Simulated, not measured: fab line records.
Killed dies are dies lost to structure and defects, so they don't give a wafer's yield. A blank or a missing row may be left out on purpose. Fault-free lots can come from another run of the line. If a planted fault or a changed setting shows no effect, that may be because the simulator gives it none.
Matching of chambers :: flow n5_finfet :: N5_HKMG_FIN_STRIP_92 on rie_diel-06 has 4 sister chambers
The step strips SOC in N2/H2, time 20 s. 4 wafers are shown with their chamber, then 8 later ones without.

EACH WAFER AND ITS CHAMBER
wafer: L081.3
chamber: 2
drypump_motor_current_A (A): 6.5

wafer: L087.1
chamber: 0
drypump_motor_current_A (A): 5.0

wafer: L087.4
chamber: 3
drypump_motor_current_A (A): 6.7

wafer: L090.2
chamber: 1
drypump_motor_current_A (A): 5.1

WAFERS MISSING THEIR CHAMBER
wafer: L090.4
drypump_motor_current_A (A): 5.2

wafer: L090.5
drypump_motor_current_A (A): 5.0

wafer: L092.4
drypump_motor_current_A (A): 5.0

wafer: L092.5
drypump_motor_current_A (A): 6.6

wafer: L092.6
drypump_motor_current_A (A): 5.1

wafer: L093.1
drypump_motor_current_A (A): 6.6

wafer: L093.2
drypump_motor_current_A (A): 5.1

wafer: L093.6
drypump_motor_current_A (A): 5.1

THE CHAMBER EACH PASSED THROUGH
wafer: L090.4
from the rows above: can't be placed: 1 or 0
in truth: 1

wafer: L090.5
from the rows above: can't be placed: 0 or 1
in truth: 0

wafer: L092.4
from the rows above: can't be placed: 0 or 1
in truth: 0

wafer: L092.5
from the rows above: can't be placed: 2 or 3
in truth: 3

wafer: L092.6
from the rows above: can't be placed: 1 or 0
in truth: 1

wafer: L093.1
from the rows above: can't be placed: 2 or 3
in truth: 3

wafer: L093.2
from the rows above: can't be placed: 1 or 0
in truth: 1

wafer: L093.6
from the rows above: can't be placed: 1 or 0
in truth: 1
Correctly placed: 0 of 8. From these rows, 8 cannot be placed; in 8 the true chamber is one of the candidates. Placed wrongly: 0.
How it was worked out, from the rows above alone: a wafer's distance from a chamber is the root of the sum, over the readings, of the square of ((its reading less the chamber's mean) divided by the reading's scatter). The wafer belongs to the nearest chamber; if the next one is less than 2 further off, it can't be placed. A chamber's mean is the mean of its shown wafers. The scatter (one wafer shown for each chamber): square how far every hidden wafer sits from the nearest shown wafer, average those squares and take the square root.
